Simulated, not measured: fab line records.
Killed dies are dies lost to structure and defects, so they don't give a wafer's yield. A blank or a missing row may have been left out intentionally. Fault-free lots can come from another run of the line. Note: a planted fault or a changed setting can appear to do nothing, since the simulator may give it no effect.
fab line records	flow n5-finfet	part 2 of 2: steps 5 to 6 of 6
[record] lots = 23	wafers = 69	last-day = 18
route steps=1938 shown BEOL_M14@1766 BEOL_M15@1789
lots that met no fault: taken from a fault-free run of the same line
start-h: start of the lot's first displayed wafer, in hours after the record's first day	wait-h: hours from the lot's prior step to this one	" the same as in the row above	L1.1+2: a single row standing in for several wafers	- no value present, or no start provided	* or withheld: withheld	< > ~ a bound
route shown NAME@n: NAME is a module with steps in the file, n the number in the route of the first one	usual: mean/standard deviation taken from wafers without a fault	same: alike in all rows	chamber/n: place in a boat	sites: readings site by site	_std_site: their standard deviation	_edge_site: the outer-site mean with the inner-site mean subtracted	radius-mm: for every site, how far away it sits from the centre of the wafer	mask NAME#n: copy n	behind: the last tool/chamber to shape the wafer	hold: why the lot was held/for how many hours/how that ended	device: which transistor (n, p or np) failed to switch	end of line: the tests these same wafers got at the end of their route	where a step has no rows: the recipe by itself	killed: count of dies lost to structure and defects at first sort (not the wafer's yield)	map: a wafer's dies, x killed, . not, _ none there
set.NAME: the run value of the setting; set.NAME@STEP: its run value at that earlier step	model.NAME: the simulator's own value behind a step, which no gauge read
route steps across a sampled set of lots; one table per step, one row per wafer
services: a tool's chamber out of use, with start hour (start-h, from the record's first day; less than 0 if before it), hours out, and reason
[[steps]]
[step N5_BEOL_M15_DESCUM_33]
[recipe] chemistry = O2	time-s = 7.9	source-power-w = 50	bias-power-w = 20	pressure-mtorr = 20	rf-frequency-hz = 2.712e+07	temp-c = 40	o2-flow-sccm = 225
[usual] chamber-pressure-mTorr = 20.000/0.018	drypump-motor-current-A = 5.7/0.48	oes-product-au = 0.79/0.082	rf-vpp-V = 242.6/1.3	showerhead-plenum-p-Torr = 2.05/0.066	throttle-valve-pct = 20.49/0.26
lot.wafer	tool	chamber	start-h	wait-h	chamber-pressure-mTorr	drypump-motor-current-A	oes-product-au	rf-hours-counter-h	rf-vpp-V	showerhead-plenum-p-Torr	throttle-valve-pct
L076.1	rie-diel-06	1	251.34	0.0	19.996	5.3	0.71	226	241.7	1.96	20.16
L076.2	"	0	"	"	19.967	6.2	0.83	72	245.0	2.03	20.14
L076.4	"	3	"	"	20.010	5.0	0.73	-	243.4	1.98	20.46
L074.2	rie-diel-01	0	254.30	0.0	20.018	6.1	0.88	40	240.8	2.06	20.51
L074.3	"	3	"	"	20.003	6.7	0.73	178	242.4	2.09	20.52
L074.4	"	2	"	"	20.003	6.0	0.87	33	243.3	2.06	20.57
L075.3	rie-diel-03	1	268.93	0.0	19.997	5.7	0.96	1	242.5	2.04	20.53
L075.4	"	0	"	"	20.042	6.0	0.87	52	244.5	2.15	20.66
L075.5	"	3	"	"	20.007	5.0	0.70	-	240.1	1.97	20.46
L077.1	rie-diel-06	2	269.26	0.0	20.019	5.8	0.73	202	243.2	2.09	20.86
L077.4	"	0	"	"	19.980	6.2	0.83	79	242.3	2.02	20.12
L077.6	"	1	"	"	19.967	5.3	0.70	-	240.9	1.96	20.18
L078.3	rie-diel-03	0	272.38	0.0	19.985	6.0	0.88	54	244.3	2.15	20.68
L078.5	"	1	"	"	20.021	5.6	0.94	-	242.4	2.04	20.55
L078.6	"	0	"	"	19.969	6.0	0.87	-	243.1	2.15	20.69
L079.1	rie-diel-01	3	281.59	1.1	20.003	6.7	0.72	190	241.4	2.09	20.54
L079.2	"	0	"	"	19.993	6.1	0.86	50	241.9	2.06	20.52
L079.6	"	3	"	"	20.003	6.7	0.71	-	241.6	2.09	20.53
L082.4	rie-diel-03	1	296.34	0.1	19.987	5.7	0.92	9	243.1	2.04	20.53
L082.5	"	3	"	"	19.990	5.0	0.70	-	242.5	1.97	20.48
L082.6	"	2	"	"	19.977	5.6	0.70	-	243.7	2.07	20.89
L081.2	rie-diel-01	3	301.26	0.1	19.997	6.7	0.71	198	243.2	2.09	20.55
L081.4	"	2	"	"	20.021	6.0	0.83	54	243.4	2.05	20.62
L081.5	"	0	"	"	20.006	6.1	0.85	-	241.9	2.06	20.55
L080.1	rie-diel-01	1	305.88	0.0	19.999	5.8	0.82	108	242.5	2.00	20.14
L080.2	"	2	"	"	20.012	6.0	0.84	55	241.7	2.05	20.60
L080.4	"	0	"	"	20.019	6.1	0.84	59	242.9	2.06	20.54
L083.1	rie-diel-06	0	308.81	0.0	20.012	6.2	0.83	87	241.4	2.02	20.14
L083.2	"	2	"	"	20.017	5.8	0.73	209	243.2	2.09	20.88
L083.6	"	2	"	"	20.028	5.8	0.72	-	244.4	2.09	20.85
L084.3	rie-diel-06	2	315.25	0.0	19.973	5.8	0.72	211	242.4	2.09	20.86
L084.5	"	3	"	"	19.994	5.0	0.72	-	241.8	1.97	20.48
L084.6	"	2	"	"	19.973	5.8	0.72	-	243.5	2.09	20.86
L085.1	rie-diel-01	0	317.23	0.0	19.999	6.1	0.84	64	242.4	2.06	20.54
L085.3	"	1	"	"	20.012	5.9	0.81	112	241.5	2.00	20.14
L085.5	"	0	"	"	19.987	6.1	0.85	-	240.1	2.06	20.53
L086.1	rie-diel-03	3	332.32	0.0	20.005	5.0	0.68	249	241.4	1.96	20.49
L086.2	"	0	"	"	19.971	6.0	0.84	72	243.0	2.15	20.71
L086.3	"	1	"	"	20.014	5.7	0.89	19	243.7	2.03	20.55
L087.1	rie-diel-06	0	338.04	0.0	20.009	6.2	0.81	97	242.7	2.02	20.19
L087.3	"	3	"	"	20.014	5.0	0.71	220	242.5	1.97	20.50
L087.4	"	2	"	"	19.993	5.8	0.71	-	241.8	2.09	20.88
L088.1	rie-diel-06	2	340.78	0.1	20.013	5.8	0.71	220	244.4	2.09	20.88
L088.4	"	2	"	"	19.995	5.8	0.71	-	243.9	2.09	20.89
L088.5	"	3	"	"	20.011	5.0	0.71	-	241.1	1.97	20.50
L090.3	rie-diel-06	2	344.21	0.1	20.010	5.8	0.71	222	243.1	2.09	20.89
L090.4	"	0	"	"	20.031	6.2	0.81	-	242.5	2.02	20.18
L090.6	"	3	"	"	20.006	5.0	0.71	-	241.3	1.97	20.51
L091.2	rie-diel-01	2	348.98	0.1	20.006	6.1	0.83	67	242.5	2.05	20.64
L091.3	"	0	"	"	20.007	6.1	0.83	73	242.6	2.05	20.56
L091.6	"	0	"	"	20.007	6.1	0.83	-	243.1	2.05	20.56
L089.3	rie-diel-03	1	352.61	0.1	20.034	5.7	0.88	26	243.4	2.03	20.59
L089.5	"	0	"	"	20.033	6.0	0.84	-	243.1	2.14	20.72
L089.6	"	2	"	"	19.999	5.6	0.69	-	243.0	2.06	20.93
L092.2	rie-diel-06	0	361.41	0.0	19.983	6.2	0.79	108	242.6	2.02	20.17
L092.3	"	2	"	"	19.986	5.8	0.70	230	243.2	2.08	20.89
L092.4	"	3	"	"	19.982	5.0	0.70	-	241.8	1.97	20.51
L094.1	rie-diel-03	0	366.06	0.0	20.012	6.0	0.84	84	243.8	2.14	20.71
L094.2	"	3	"	"	19.956	5.0	1.01	1	244.4	2.22	20.08
L094.4	"	2	"	"	19.975	5.6	0.68	243	242.9	2.06	20.94
L093.1	rie-diel-01	0	371.75	0.0	20.008	6.1	0.83	78	242.9	2.05	20.57
L093.2	"	2	"	"	19.995	6.0	0.82	73	241.9	2.04	20.64
L093.4	"	3	"	"	19.990	6.7	0.69	216	243.5	2.08	20.58
L095.2	rie-diel-06	0	377.97	0.0	20.016	6.2	0.79	112	243.0	2.01	20.18
L095.3	"	1	"	"	20.008	5.3	0.93	4	246.1	2.22	19.86
L095.4	"	3	"	"	19.991	5.0	0.70	-	242.3	1.96	20.52
L097.1	rie-diel-03	3	401.40	0.0	19.970	5.0	0.98	10	245.7	2.22	20.11
L097.4	"	0	"	"	19.996	6.0	0.83	-	243.9	2.14	20.74
L097.5	"	3	"	"	20.003	5.0	0.98	-	245.4	2.22	20.11
[step N5_BEOL_M15_ETCH_38]
[recipe] chemistry = CF4/N2	target = SiCN	target-depth-a = 1064	taper-deg = 2	time-s = 120.5	ion-energy-ev = 150	mask-material = SiO2	pressure-mtorr = 40	source-w = 430	bias-w = 70	Ar_flow_sccm = 100	cf4-flow-sccm = 60	n2-flow-sccm = 60
[usual] chamber-pressure-mTorr = 40.00/0.04	drypump-motor-current-A = 5.9/0.49	oes-product-au = 0.78/0.074	rf-vpp-V = 381.0/1.4	showerhead-plenum-p-Torr = 2.15/0.047	throttle-valve-pct = 15.47/0.19
lot.wafer	tool	chamber	start-h	wait-h	chamber-pressure-mTorr	drypump-motor-current-A	oes-product-au	rf-hours-counter-h	rf-vpp-V	showerhead-plenum-p-Torr	throttle-valve-pct
L076.1	rie-diel-01	2	-	-	39.97	6.0	0.90	32	379.8	2.15	15.38
L076.2	"	0	"	"	39.96	6.1	0.88	39	380.9	2.15	15.34
L076.4	"	3	"	"	40.03	6.7	0.73	178	381.3	2.20	15.47
L074.2	rie-diel-01	2	-	-	40.09	6.0	0.89	34	381.0	2.15	15.36
L074.3	"	3	"	"	40.00	6.7	0.74	179	382.1	2.20	15.46
L074.4	"	0	"	"	39.95	6.1	0.88	40	382.1	2.16	15.33
L075.3	rie-diel-03	0	-	-	40.00	6.0	0.86	53	384.1	2.22	15.36
L075.4	"	1	"	"	39.99	5.7	0.96	-	381.3	2.16	15.54
L075.5	"	3	"	"	40.01	5.0	0.69	-	380.4	2.09	15.66
L077.1	rie-diel-01	3	-	-	39.94	6.7	0.73	187	383.0	2.19	15.48
L077.4	"	0	"	"	40.00	6.1	0.88	47	379.1	2.15	15.34
L077.6	"	3	"	"	39.98	6.6	0.73	-	382.7	2.19	15.47
L078.3	rie-diel-06	3	-	-	40.04	5.0	0.72	204	380.5	2.10	15.62
L078.5	"	1	"	"	39.97	5.3	0.69	-	378.9	2.11	15.48
L078.6	"	2	"	"	40.01	5.8	0.73	-	382.8	2.19	15.77
L079.1	rie-diel-01	0	-	-	39.92	6.1	0.87	51	380.9	2.15	15.36
L079.2	"	2	"	"	39.99	6.0	0.87	46	380.7	2.15	15.40
L079.6	"	1	"	"	39.97	5.9	0.84	-	380.9	2.13	15.24
L082.4	rie-diel-03	0	-	-	39.94	6.0	0.85	61	382.4	2.22	15.39
L082.5	"	3	"	"	39.92	5.0	0.70	-	378.2	2.09	15.68
L082.6	"	0	"	"	40.04	6.0	0.85	-	382.4	2.22	15.40
L081.2	rie-diel-06	3	-	-	39.98	5.0	0.72	208	380.1	2.10	15.64
L081.4	"	0	"	"	40.05	6.2	0.81	85	381.6	2.14	15.24
L081.5	"	3	"	"	40.00	5.0	0.72	-	379.8	2.10	15.64
L080.1	rie-diel-06	2	-	-	39.96	5.8	0.73	209	381.9	2.19	15.77
L080.2	"	0	"	"	39.98	6.2	0.81	87	381.5	2.14	15.24
L080.4	"	3	"	"	39.96	5.0	0.71	210	379.4	2.10	15.65
L083.1	rie-diel-01	0	-	-	40.06	6.1	0.85	61	381.2	2.15	15.40
L083.2	"	1	"	"	39.99	5.9	0.82	110	380.6	2.12	15.27
L083.6	"	3	"	"	40.00	6.7	0.72	-	382.7	2.19	15.50
L084.3	rie-diel-01	3	-	-	39.94	6.7	0.72	202	381.2	2.19	15.50
L084.5	"	0	"	"	39.99	6.1	0.84	-	380.3	2.15	15.38
L084.6	"	3	"	"	40.04	6.7	0.72	-	381.9	2.19	15.51
L085.1	rie-diel-06	3	-	-	39.91	5.0	0.71	214	379.2	2.09	15.65
L085.3	"	2	"	"	39.99	5.8	0.72	213	381.2	2.19	15.76
L085.5	"	0	"	"	39.98	6.2	0.81	-	380.8	2.14	15.22
L086.1	rie-diel-01	3	-	-	40.02	6.7	0.72	208	380.9	2.19	15.53
L086.2	"	1	"	"	40.01	5.9	0.81	118	380.7	2.12	15.29
L086.3	"	0	"	"	40.08	6.1	0.84	69	380.3	2.15	15.39
L087.1	rie-diel-03	1	-	-	39.97	5.6	0.90	22	380.3	2.16	15.56
L087.3	"	2	"	"	39.97	5.6	0.69	234	382.0	2.18	15.98
L087.4	"	2	"	"	40.07	5.6	0.69	-	383.1	2.18	15.97
L088.1	rie-diel-06	0	-	-	39.91	6.2	0.80	100	380.5	2.14	15.25
L088.4	"	3	"	"	40.04	5.0	0.71	-	379.2	2.09	15.67
L088.5	"	2	"	"	39.99	5.8	0.72	-	380.7	2.18	15.80
L090.3	rie-diel-06	2	-	-	40.10	5.8	0.71	222	381.7	2.18	15.79
L090.4	"	3	"	"	40.00	5.0	0.71	-	378.0	2.09	15.68
L090.6	"	2	"	"	40.02	5.8	0.71	-	382.3	2.18	15.77
L091.2	rie-diel-01	3	-	-	40.02	6.7	0.71	211	381.9	2.18	15.52
L091.3	"	0	"	"	40.03	6.1	0.84	73	382.0	2.14	15.40
L091.6	"	3	"	"	40.04	6.7	0.71	-	381.8	2.18	15.52
L089.3	rie-diel-01	3	-	-	39.96	6.7	0.71	212	380.8	2.18	15.54
L089.5	"	3	"	"	40.03	6.7	0.71	-	381.3	2.18	15.54
L089.6	"	2	"	"	40.00	6.0	0.84	-	381.1	2.14	15.42
L092.2	rie-diel-06	3	-	-	40.04	5.0	0.69	231	379.6	2.09	15.68
L092.3	"	0	"	"	39.96	6.2	0.79	108	379.8	2.13	15.28
L092.4	"	3	"	"	40.03	5.0	0.69	-	378.8	2.09	15.68
L094.1	rie-diel-01	1	-	-	39.99	5.8	0.80	127	381.3	2.12	15.32
L094.2	"	2	"	"	40.03	6.0	0.83	72	380.6	2.14	15.44
L094.4	"	0	"	"	39.99	6.1	0.83	78	381.4	2.14	15.40
L093.1	rie-diel-06	1	-	-	40.07	5.3	0.93	2	385.6	2.37	15.03
L093.2	"	3	"	"	39.97	5.0	0.70	234	378.8	2.09	15.68
L093.4	"	3	"	"	39.97	5.0	0.69	-	379.6	2.09	15.69
L095.2	rie-diel-01	0	-	-	40.01	6.1	0.83	80	381.0	2.14	15.42
L095.3	"	1	"	"	39.96	5.9	0.81	129	379.0	2.12	15.30
L095.4	"	2	"	"	40.01	6.1	0.84	75	381.0	2.14	15.44
L097.1	rie-diel-01	0	-	-	39.96	6.1	0.81	86	380.4	2.14	15.42
L097.4	"	3	"	"	40.04	6.7	0.70	-	382.4	2.18	15.56
L097.5	"	0	"	"	40.07	6.1	0.82	-	381.7	2.14	15.41
[[services]]
tool	chamber	start-h	hours	kind
cmp-02	-	235.24	0.5	repair
cmp-04	-	241.20	14.3	repair
rie-diel-03	-	252.59	14.6	pm
cmp-01	-	255.04	5.6	pm
cmp-04	-	255.52	7.6	pm
cmp-01	-	262.95	15.5	pm
rie-diel-03	2	270.09	9.5	repair
rie-diel-06	-	278.78	15.6	pm
cmp-02	-	282.73	4.0	pm
cmp-02	-	302.66	5.8	pm
cmp-01	-	312.11	2.6	repair
rtp-anneal-01	-	324.62	2.2	pm
cmp-02	-	325.38	5.3	pm
rie-diel-06	1	335.87	-	clean
rie-diel-06	1	335.87	-	consumable-replace:focus-ring
cmp-01	-	339.85	10.6	repair
cmp-02	-	350.84	0.2	repair
rtp-anneal-02	-	353.66	12.1	pm
cmp-02	-	371.63	1.2	repair
rie-diel-06	2	373.65	8.9	repair
rie-diel-06	0	387.97	4.6	repair
cmp-02	-	393.78	6.2	repair
cmp-04	-	400.66	4.0	pm
rie-diel-01	1	402.93	5.7	repair
